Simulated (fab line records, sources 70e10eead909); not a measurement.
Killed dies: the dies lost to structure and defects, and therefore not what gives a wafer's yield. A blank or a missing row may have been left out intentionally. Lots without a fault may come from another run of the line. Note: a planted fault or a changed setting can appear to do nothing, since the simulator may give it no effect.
Which tool is to blame? | flow nand_harc | 24 lots, 72 wafers sampled, at 6 steps of a route of 1302

== WHAT THE GAUGES READ, wafer by wafer ==
NHARC_P_GATE_CD_MEAS_11: the cd target is 1640 nm. Usual: cd_nm 1640.3 nm, standard deviation 2.3.
lot  | measured     | on        | cd_nm (nm)           | flag
L074 | day 4 17:11  | cd_sem-03 | 1636.9 1638.5 1641.1 |
L075 | day 4 20:41  | cd_sem-03 | 1638.8 1638.5 1642.8 |
L076 | day 5 05:54  | cd_sem-02 | 1641.0 1642.9 1637.6 |
L077 | day 5 12:19  | cd_sem-03 | 1642.8 1640.1 1638.5 |
L078 | day 6 00:32  | cd_sem-01 | 1638.2 1639.4 1638.8 |
L079 | day 6 15:26  | cd_sem-02 | 1638.1 1640.8 1636.1 |
L080 | day 7 06:23  | cd_sem-03 | 1641.3 1640.5 1641.9 |
L081 | day 7 06:14  | cd_sem-02 | 1640.6 1638.4 1639.7 |
L082 | day 7 19:41  | cd_sem-03 | 1637.0 1641.8 1640.8 |
L083 | day 8 11:05  | cd_sem-03 | 1641.3 1639.0 1644.9 |
L084 | day 8 16:16  | cd_sem-02 | 1634.3 1639.4 1639.3 |
L085 | day 9 00:47  | cd_sem-02 | 1642.2 1642.4 1640.4 |
L086 | day 9 13:28  | cd_sem-01 | 1638.7 1635.7 1642.4 |
L087 | day 9 18:00  | cd_sem-03 | 1639.7 1637.9 1640.5 |
L088 | day 10 11:35 | cd_sem-03 | 1638.7 1643.0 1639.2 |
L089 | day 10 11:25 | cd_sem-01 | 1638.3 1637.1 1642.9 |
L090 | day 11 01:00 | cd_sem-03 | 1643.2 1642.1 1644.9 |
L091 | day 11 08:47 | cd_sem-03 | 1639.7 1641.7 1638.5 |
L092 | day 11 20:50 | cd_sem-03 | 1640.7 1634.5 1638.3 |
L093 | day 12 07:41 | cd_sem-02 | 1638.0 1642.9 1641.4 |
L094 | day 12 15:16 | cd_sem-02 | 1635.8 1639.6 1639.1 |
L095 | day 13 04:37 | cd_sem-01 | 1640.7 1643.7 1641.7 |
L096 | day 13 13:57 | cd_sem-01 | 1642.9 1639.6 1636.6 |
L097 | day 13 20:20 | cd_sem-02 | 1641.0 1640.6 1641.3 |

NHARC_A_SOURCE_PLATE_THK_MEAS_09: measures by ellipsometry. Usual: thk_nm 9.8 nm, standard deviation 0.96.
lot  | measured     | on            | thk_nm (nm)    | flag
L074 | day 7 09:40  | film_metro-01 | 10.0 10.9 8.0  |
L075 | day 7 20:32  | film_metro-02 | 9.7 9.2 9.6    |
L076 | day 7 20:34  | film_metro-01 | 9.7 10.3 10.7  |
L077 | day 8 16:44  | film_metro-01 | 10.1 10.1 9.6  |
L078 | day 8 16:44  | film_metro-02 | 9.4 8.8 9.1    |
L079 | day 9 07:41  | film_metro-02 | 9.0 8.9 11.8   |
L080 | day 10 00:22 | film_metro-01 | 10.8 8.8 7.1   |
L081 | day 10 00:22 | film_metro-02 | 9.4 8.7 11.4   |
L082 | day 10 12:39 | film_metro-01 | 9.6 8.7 9.2    |
L083 | day 11 05:18 | film_metro-02 | 9.1 10.2 11.0  |
L084 | day 11 18:20 | film_metro-02 | 8.8 9.7 10.3   |
L085 | day 12 02:52 | film_metro-01 | 9.1 8.5 10.4   |
L086 | day 12 12:07 | film_metro-01 | 10.0 11.9 9.1  |
L087 | day 12 12:07 | film_metro-02 | 9.4 9.8 8.7    |
L088 | day 13 06:25 | film_metro-02 | 9.8 9.6 10.0   |
L089 | day 13 06:26 | film_metro-02 | 10.0 11.6 9.6  |
L090 | day 13 20:49 | film_metro-02 | 10.1 10.5 10.4 |
L091 | day 14 06:30 | film_metro-02 | 10.4 9.3 9.8   |
L092 | day 14 15:04 | film_metro-02 | 9.5 9.1 9.9    |
L093 | day 15 00:08 | film_metro-02 | 10.4 9.0 8.3   |
L094 | day 15 07:42 | film_metro-02 | 9.3 9.5 10.7   |
L095 | day 15 23:14 | film_metro-02 | 10.5 9.2 9.3   |
L096 | day 16 07:31 | film_metro-02 | 8.8 11.0 10.3  |
L097 | day 17 04:04 | film_metro-02 | 8.7 9.6 8.3    |

== WHAT TOOL EACH LOT RAN ON (gives the tool, then ch and the chambers of the sampled wafers, and finally the start) ==
lot  | NHARC_P_STI_DESCUM_14              | NHARC_P_STI_ETCH_42                | NHARC_P_GATE_STRIP_101             | NHARC_A_ZERO_WELL_RTA_16
L074 | rie_diel-10 ch 0,2,3, day 3 02:14  | rie_diel-10 ch 0,2, day 3 02:19    | rie_diel-08 ch 0,1,3, day 5 18:26  | rtp_anneal-01 ch 0, day 7 02:07
L075 | rie_diel-09 ch 0,2,3, day 3 09:11  | rie_diel-09 ch 2,3, day 3 09:18    | rie_diel-08 ch 1,3, day 6 02:11    | rtp_anneal-01 ch 0, day 7 09:29
L076 | rie_diel-04 ch 0,1,3, day 3 16:02  | rie_diel-04 ch 0,1, day 3 16:08    | rie_diel-08 ch 1,3, day 6 07:43    | rtp_anneal-01 ch 0, day 7 14:59
L077 | rie_diel-09 ch 0,1,2, day 4 00:25  | rie_diel-09 ch 0,1, day 4 00:29    | rie_diel-08 ch 1,2,3, day 7 01:56  | rtp_anneal-02 ch 0, day 8 09:16
L078 | rie_diel-09 ch 0,3, day 4 11:12    | rie_diel-09 ch 2,3, day 4 11:17    | rie_diel-12 ch 0,3, day 7 04:07    | rtp_anneal-02 ch 0, day 8 11:12
L079 | rie_diel-09 ch 0,1, day 4 23:58    | rie_diel-09 ch 0,1,3, day 5 00:03  | rie_diel-12 ch 0,2,3, day 7 16:50  | rtp_anneal-02 ch 0, day 9 00:46
L080 | rie_diel-10 ch 1,2, day 5 10:44    | rie_diel-10 ch 0,1,3, day 5 10:50  | rie_diel-08 ch 0,1,3, day 8 10:19  | rtp_anneal-01 ch 0, day 9 17:23
L081 | rie_diel-04 ch 1,2, day 5 17:40    | rie_diel-04 ch 0,1,2, day 5 17:46  | rie_diel-08 ch 1,2, day 8 08:44    | rtp_anneal-02 ch 0, day 9 15:58
L082 | rie_diel-09 ch 0,1, day 6 03:16    | rie_diel-09 ch 1,2, day 6 03:20    | rie_diel-12 ch 2,3, day 8 21:40    | rtp_anneal-01 ch 0, day 10 05:27
L083 | rie_diel-10 ch 1,2,3, day 6 18:26  | rie_diel-10 ch 1,2,3, day 6 18:30  | rie_diel-12 ch 0,2,3, day 9 13:57  | rtp_anneal-02 ch 0, day 10 22:17
L084 | rie_diel-04 ch 0,1,2, day 7 03:03  | rie_diel-04 ch 0,1,3, day 7 03:08  | rie_diel-12 ch 0,2,3, day 9 22:05  | rtp_anneal-01 ch 0, day 11 10:56
L085 | rie_diel-10 ch 0,1,3, day 7 09:36  | rie_diel-10 ch 2,3, day 7 09:41    | rie_diel-08 ch 0,1, day 10 06:52   | rtp_anneal-02 ch 0, day 11 19:23
L086 | rie_diel-10 ch 0,1,3, day 7 22:28  | rie_diel-10 ch 0,1,2, day 7 22:32  | rie_diel-02 ch 0,2, day 10 18:04   | rtp_anneal-02 ch 0, day 12 03:47
L087 | rie_diel-09 ch 1,2,3, day 8 06:15  | rie_diel-09 ch 1,2,3, day 8 06:20  | rie_diel-08 ch 0,1,2, day 10 17:31 | rtp_anneal-02 ch 0, day 12 03:02
L088 | rie_diel-10 ch 0,1,3, day 8 18:16  | rie_diel-10 ch 0,3, day 8 18:20    | rie_diel-12 ch 2,3, day 11 14:23   | rtp_anneal-02 ch 0, day 12 22:57
L089 | rie_diel-10 ch 0,1, day 9 03:06    | rie_diel-10 ch 0,1,2, day 9 03:11  | rie_diel-02 ch 0,3, day 11 15:11   | rtp_anneal-01 ch 0, day 12 23:44
L090 | rie_diel-10 ch 0,1,3, day 9 14:07  | rie_diel-10 ch 0,1,3, day 9 14:12  | rie_diel-02 ch 0,2,3, day 12 06:02 | rtp_anneal-01 ch 0, day 13 13:19
L091 | rie_diel-04 ch 0,1,2, day 9 21:23  | rie_diel-04 ch 0,2,3, day 9 21:28  | rie_diel-08 ch 0,1, day 12 16:18   | rtp_anneal-01 ch 0, day 13 23:32
L092 | rie_diel-09 ch 2,3, day 10 07:51   | rie_diel-09 ch 2,3, day 10 07:59   | rie_diel-02 ch 0,1,3, day 12 21:44 | rtp_anneal-02 ch 0, day 14 04:40
L093 | rie_diel-09 ch 0,3, day 10 19:13   | rie_diel-09 ch 1,2,3, day 10 19:19 | rie_diel-02 ch 0,3, day 13 09:06   | rtp_anneal-01 ch 0, day 14 17:08
L094 | rie_diel-04 ch 0,2,3, day 11 04:25 | rie_diel-04 ch 1,2, day 11 04:29   | rie_diel-12 ch 1,3, day 13 16:14   | rtp_anneal-01 ch 0, day 15 00:22
L095 | rie_diel-10 ch 0,1, day 11 15:41   | rie_diel-10 ch 0,1, day 11 15:46   | rie_diel-12 ch 1,2,3, day 14 08:28 | rtp_anneal-02 ch 0, day 15 15:49
L096 | rie_diel-10 ch 0,1,3, day 12 02:27 | rie_diel-10 ch 0,1, day 12 02:33   | rie_diel-02 ch 0,1, day 14 16:27   | rtp_anneal-01 ch 0, day 16 00:13
L097 | rie_diel-10 ch 1,2,3, day 12 09:55 | rie_diel-10 ch 1,2, day 12 10:00   | rie_diel-12 ch 0,3, day 14 22:53   | rtp_anneal-02 ch 0, day 16 06:23
- NHARC_P_STI_DESCUM_14: chemistry O2, time 3 s.
- NHARC_P_STI_ETCH_42: etches the open film in N2/H2, target depth 80 nm, overetch 24 nm, time 61 s.
- NHARC_P_GATE_STRIP_101: strips in O2, time 20 s.
- NHARC_A_ZERO_WELL_RTA_16: time 10 s.

== AS READ BY THE TOOLS THEMSELVES (means over the sampled wafers that have a number; for cases with no such wafer, the mark the record gives instead) ==
NHARC_P_STI_DESCUM_14. Usual: drypump_motor_current_A 5.6 A, standard deviation 0.46; oes_product_au 1.003 a.u., standard deviation 0.012; rf_vpp_V 57.8 V, standard deviation 0.87; showerhead_plenum_p_Torr 1.91 Torr, standard deviation 0.082; throttle_valve_pct 11.311 %, standard deviation 0.0089.
lot  | tool        | drypump_motor_current_A (A) | oes_product_au (a.u.) | rf_vpp_V (V) | showerhead_plenum_p_Torr (Torr) | throttle_valve_pct (%) | flag
L074 | rie_diel-10 | 5.6                         | 0.996                 | 57.7         | 1.94                            | 11.305                 |
L075 | rie_diel-09 | 5.6                         | 1.013                 | 57.1         | 1.86                            | 11.310                 |
L076 | rie_diel-04 | 5.6                         | 1.004                 | 58.5         | 1.90                            | 11.313                 |
L077 | rie_diel-09 | 5.7                         | 0.998                 | 57.9         | 1.86                            | 11.314                 |
L078 | rie_diel-09 | 5.2                         | 1.005                 | 57.3         | 1.87                            | 11.303                 |
L079 | rie_diel-09 | 5.3                         | 1.005                 | 57.9         | 1.88                            | 11.317                 |
L080 | rie_diel-10 | 5.7                         | 0.998                 | 57.9         | 1.94                            | 11.313                 |
L081 | rie_diel-04 | 5.3                         | 1.008                 | 58.0         | 1.97                            | 11.306                 |
L082 | rie_diel-09 | 5.5                         | 1.010                 | 57.7         | 1.93                            | 11.320                 |
L083 | rie_diel-10 | 5.8                         | 1.008                 | 58.1         | 1.93                            | 11.308                 |
L084 | rie_diel-04 | 5.3                         | 0.998                 | 58.2         | 1.95                            | 11.311                 |
L085 | rie_diel-10 | 5.8                         | 1.004                 | 57.9         | 1.87                            | 11.315                 |
L086 | rie_diel-10 | 5.8                         | 1.002                 | 57.3         | 1.87                            | 11.314                 |
L087 | rie_diel-09 | 5.9                         | 0.996                 | 58.3         | 1.92                            | 11.303                 |
L088 | rie_diel-10 | 5.8                         | 1.001                 | 58.2         | 1.87                            | 11.311                 |
L089 | rie_diel-10 | 5.4                         | 1.003                 | 57.1         | 1.89                            | 11.308                 |
L090 | rie_diel-10 | 5.8                         | 1.003                 | 57.9         | 1.87                            | 11.310                 |
L091 | rie_diel-04 | 5.3                         | 0.996                 | 57.3         | 1.95                            | 11.305                 |
L092 | rie_diel-09 | 6.0                         | 0.991                 | 57.6         | 1.84                            | 11.304                 |
L093 | rie_diel-09 | 5.2                         | 0.996                 | 57.5         | 1.87                            | 11.311                 |
L094 | rie_diel-04 | 5.5                         | 1.005                 | 57.7         | 1.90                            | 11.324                 |
L095 | rie_diel-10 | 5.4                         | 1.003                 | 57.7         | 1.89                            | 11.309                 |
L096 | rie_diel-10 | 5.8                         | 1.001                 | 57.4         | 1.87                            | 11.306                 |
L097 | rie_diel-10 | 5.8                         | 1.001                 | 57.8         | 1.93                            | 11.320                 |

NHARC_P_STI_ETCH_42. Usual: drypump_motor_current_A 5.6 A, standard deviation 0.47; oes_product_au 1.002 a.u., standard deviation 0.012; rf_vpp_V 430.3 V, standard deviation 2.6; showerhead_plenum_p_Torr 2.03 Torr, standard deviation 0.092; throttle_valve_pct 14.171 %, standard deviation 0.009.
lot  | tool        | drypump_motor_current_A (A) | oes_product_au (a.u.) | rf_vpp_V (V) | showerhead_plenum_p_Torr (Torr) | throttle_valve_pct (%) | flag
L074 | rie_diel-10 | 5.2                         | 1.016                 | 432.8        | 2.15                            | 14.171                 |
L075 | rie_diel-09 | 5.8                         | 1.007                 | 431.6        | 2.04                            | 14.167                 |
L076 | rie_diel-04 | 5.4                         | 0.999                 | 431.6        | 2.09                            | 14.167                 |
L077 | rie_diel-09 | 5.3                         | 0.995                 | 429.6        | 2.00                            | 14.180                 |
L078 | rie_diel-09 | 5.8                         | 1.012                 | 430.7        | 2.04                            | 14.178                 |
L079 | rie_diel-09 | 5.5                         | 1.001                 | 431.1        | 2.05                            | 14.166                 |
L080 | rie_diel-10 | 5.8                         | 0.996                 | 429.5        | 2.00                            | 14.170                 |
L081 | rie_diel-04 | 5.3                         | 1.004                 | 432.0        | 2.08                            | 14.169                 |
L082 | rie_diel-09 | 6.0                         | 1.008                 | 429.9        | 2.05                            | 14.172                 |
L083 | rie_diel-10 | 5.8                         | 1.002                 | 431.1        | 2.06                            | 14.176                 |
L084 | rie_diel-04 | 5.6                         | 1.004                 | 429.7        | 2.03                            | 14.169                 |
L085 | rie_diel-10 | 5.9                         | 0.997                 | 429.9        | 2.05                            | 14.167                 |
L086 | rie_diel-10 | 5.4                         | 1.001                 | 430.7        | 2.08                            | 14.177                 |
L087 | rie_diel-09 | 5.9                         | 1.005                 | 429.8        | 2.04                            | 14.173                 |
L088 | rie_diel-10 | 6.0                         | 0.995                 | 428.8        | 1.98                            | 14.173                 |
L089 | rie_diel-10 | 5.4                         | 1.005                 | 432.0        | 2.08                            | 14.166                 |
L090 | rie_diel-10 | 5.8                         | 0.999                 | 428.9        | 2.00                            | 14.167                 |
L091 | rie_diel-04 | 5.5                         | 1.007                 | 430.5        | 2.03                            | 14.165                 |
L092 | rie_diel-09 | 6.0                         | 1.008                 | 428.9        | 1.97                            | 14.173                 |
L093 | rie_diel-09 | 5.9                         | 0.998                 | 431.0        | 2.04                            | 14.182                 |
L094 | rie_diel-04 | 5.3                         | 1.005                 | 431.5        | 2.10                            | 14.172                 |
L095 | rie_diel-10 | 5.4                         | 1.006                 | 429.0        | 2.01                            | 14.171                 |
L096 | rie_diel-10 | 5.4                         | 1.011                 | 429.8        | 2.01                            | 14.176                 |
L097 | rie_diel-10 | 5.4                         | 0.996                 | 432.6        | 2.14                            | 14.171                 |

NHARC_P_GATE_STRIP_101. Usual: drypump_motor_current_A 5.5 A, standard deviation 0.41; oes_product_au 0.997 a.u., standard deviation 0.013; rf_vpp_V 57.7 V, standard deviation 0.81; showerhead_plenum_p_Torr 3.50 Torr, standard deviation 0.13; throttle_valve_pct 17.037 %, standard deviation 0.0086.
lot  | tool        | drypump_motor_current_A (A) | oes_product_au (a.u.) | rf_vpp_V (V) | showerhead_plenum_p_Torr (Torr) | throttle_valve_pct (%) | flag
L074 | rie_diel-08 | 5.6                         | 1.005                 | 58.1         | 3.44                            | 17.041                 |
L075 | rie_diel-08 | 5.3                         | 0.993                 | 57.7         | 3.45                            | 17.038                 |
L076 | rie_diel-08 | 5.7                         | 0.996                 | 58.1         | 3.51                            | 17.040                 |
L077 | rie_diel-08 | 5.5                         | 0.985                 | 57.2         | 3.42                            | 17.042                 |
L078 | rie_diel-12 | 6.0                         | 1.010                 | 58.2         | 3.57                            | 17.033                 |
L079 | rie_diel-12 | 5.6                         | 1.005                 | 57.9         | 3.54                            | 17.044                 |
L080 | rie_diel-08 | 5.6                         | 0.997                 | 57.4         | 3.44                            | 17.035                 |
L081 | rie_diel-08 | 5.1                         | 0.993                 | 57.7         | 3.36                            | 17.039                 |
L082 | rie_diel-12 | 5.8                         | 1.012                 | 58.6         | 3.60                            | 17.049                 |
L083 | rie_diel-12 | 5.6                         | 1.000                 | 57.9         | 3.53                            | 17.037                 |
L084 | rie_diel-12 | 5.6                         | 1.013                 | 58.4         | 3.53                            | 17.027                 |
L085 | rie_diel-08 | 5.6                         | 1.010                 | 57.4         | 3.36                            | 17.029                 |
L086 | rie_diel-02 | 5.1                         | 1.012                 | 58.0         | 3.68                            | 17.045                 |
L087 | rie_diel-08 | 5.4                         | 1.006                 | 57.4         | 3.35                            | 17.037                 |
L088 | rie_diel-12 | 5.8                         | 1.007                 | 57.5         | 3.60                            | 17.024                 |
L089 | rie_diel-02 | 5.3                         | 0.999                 | 58.5         | 3.68                            | 17.040                 |
L090 | rie_diel-02 | 5.1                         | 0.990                 | 57.3         | 3.67                            | 17.037                 |
L091 | rie_diel-08 | 5.6                         | 0.982                 | 57.0         | 3.36                            | 17.044                 |
L092 | rie_diel-02 | 5.4                         | 0.995                 | 58.0         | 3.64                            | 17.039                 |
L093 | rie_diel-02 | 5.3                         | 1.002                 | 57.8         | 3.67                            | 17.038                 |
L094 | rie_diel-12 | 5.8                         | 0.991                 | 58.1         | 3.54                            | 17.036                 |
L095 | rie_diel-12 | 5.5                         | 0.996                 | 57.3         | 3.51                            | 17.042                 |
L096 | rie_diel-02 | 5.6                         | 0.989                 | 57.9         | 3.61                            | 17.034                 |
L097 | rie_diel-12 | 5.9                         | 0.993                 | 58.6         | 3.49                            | 17.034                 |

NHARC_A_ZERO_WELL_RTA_16. Usual: lamp_power_pct 26.40 %, standard deviation 0.19; lamp_zone_7_pct 26.83 %, standard deviation 0.19; wafer_temp_C_max 1004.5, standard deviation 0.94.
lot  | tool          | lamp_power_pct (%) | lamp_zone_7_pct (%) | wafer_temp_C_max | flag
L074 | rtp_anneal-01 | 26.61              | 27.04               | 1004.6           |
L075 | rtp_anneal-01 | 26.61              | 27.04               | 1004.5           |
L076 | rtp_anneal-01 | 26.60              | 27.02               | 1004.4           |
L077 | rtp_anneal-02 | 26.24              | 26.63               | 1005.0           |
L078 | rtp_anneal-02 | 26.22              | 26.65               | 1004.0           |
L079 | rtp_anneal-02 | 26.25              | 26.66               | 1004.5           |
L080 | rtp_anneal-01 | 26.59              | 27.04               | 1004.8           |
L081 | rtp_anneal-02 | 26.22              | 26.65               | 1004.8           |
L082 | rtp_anneal-01 | 26.61              | 27.03               | 1005.5           |
L083 | rtp_anneal-02 | 26.22              | 26.63               | 1004.8           |
L084 | rtp_anneal-01 | 26.60              | 27.02               | 1004.0           |
L085 | rtp_anneal-02 | 26.22              | 26.60               | 1004.8           |
L086 | rtp_anneal-02 | 26.19              | 26.64               | 1004.7           |
L087 | rtp_anneal-02 | 26.22              | 26.66               | 1004.1           |
L088 | rtp_anneal-02 | 26.20              | 26.63               | 1004.6           |
L089 | rtp_anneal-01 | 26.54              | 26.99               | 1003.6           |
L090 | rtp_anneal-01 | 26.59              | 27.00               | 1005.0           |
L091 | rtp_anneal-01 | 26.56              | 27.01               | 1004.8           |
L092 | rtp_anneal-02 | 26.20              | 26.62               | 1004.8           |
L093 | rtp_anneal-01 | 26.58              | 27.00               | 1004.6           |
L094 | rtp_anneal-01 | 26.62              | 27.05               | 1004.8           |
L095 | rtp_anneal-02 | 26.25              | 26.65               | 1005.1           |
L096 | rtp_anneal-01 | 26.54              | 26.98               | 1004.5           |
L097 | rtp_anneal-02 | 26.20              | 26.66               | 1004.3           |

== THE ANSWER, worked out from the rows above alone ==
Rule: a lot is off if the mean of its wafers that have a number lies more than 3 standard deviations from the usual mean. A lot without any number at a reading at which 4 lots or more have one is off too. Any other lot the step has rows for is counted as sound. Order of review: gauges by route order, followed by the tools' own readings, for which a lot's mean as printed above is used. The first step at which some lot is off is used, and at that step the reading that is off furthest; a lot without a number counts as furthest.
Across all readings shown, no lot is off: no conclusion can be drawn from this.

== WHAT HAD BEEN PUT IN BY THE SIMULATOR ==
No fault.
